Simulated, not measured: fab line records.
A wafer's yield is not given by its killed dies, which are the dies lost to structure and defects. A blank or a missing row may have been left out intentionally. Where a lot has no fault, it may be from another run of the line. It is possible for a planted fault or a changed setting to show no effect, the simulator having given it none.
Matching of chambers | flow n5 finfet | N5_BEOL_M15_STRIP_36 on rie diel-04: 4 sister chambers
The step strips in O2. 8 wafers are shown with their chamber, then 9 later ones without.

WAFERS WITH THEIR CHAMBER
wafer  | chamber | showerhead plenum p Torr (Torr) | throttle valve pct (%)
L074.3 | 0       | 2.18                            | 16.74
L081.6 | 0       | 2.17                            | 16.78
L086.2 | 3       | 1.93                            | 16.79
L086.3 | 2       | 2.16                            | 16.32
L086.6 | 1       | 2.05                            | 16.23
L090.3 | 3       | 1.92                            | 16.77
L090.4 | 2       | 2.15                            | 16.35
L090.5 | 1       | 2.05                            | 16.24

WAFERS MISSING THEIR CHAMBER
wafer  | showerhead plenum p Torr (Torr) | throttle valve pct (%)
L091.1 | 2.05                            | 16.22
L091.3 | 2.15                            | 16.37
L091.5 | 2.05                            | 16.24
L092.1 | 1.92                            | 16.77
L092.2 | 2.05                            | 16.25
L092.3 | 2.15                            | 16.37
L095.1 | 2.04                            | 16.25
L095.5 | 2.15                            | 16.35
L095.6 | 2.04                            | 16.26

CHAMBER TAKEN BY EACH
wafer  | from the rows above | in truth
L091.1 | 1                   | 1
L091.3 | 2                   | 2
L091.5 | 1                   | 1
L092.1 | 3                   | 3
L092.2 | 1                   | 1
L092.3 | 2                   | 2
L095.1 | 1                   | 1
L095.5 | 2                   | 2
L095.6 | 1                   | 1
Correctly placed: 9 of 9. From these rows, 0 cannot be placed. Placed wrongly: 0.
How it was worked out, from the rows above alone: a wafer's distance from a chamber is the root of the sum, over the readings, of the square of ((its reading less the chamber's mean) divided by the reading's scatter). The wafer belongs to the nearest chamber; if the next one is less than 2 further off, it can't be placed. Each chamber's mean is taken over the wafers shown for it. How the scatter is found: for the shown wafers, subtract from each reading the mean of its chamber, square and add these, divide the total by (wafers less chambers), then take the root.
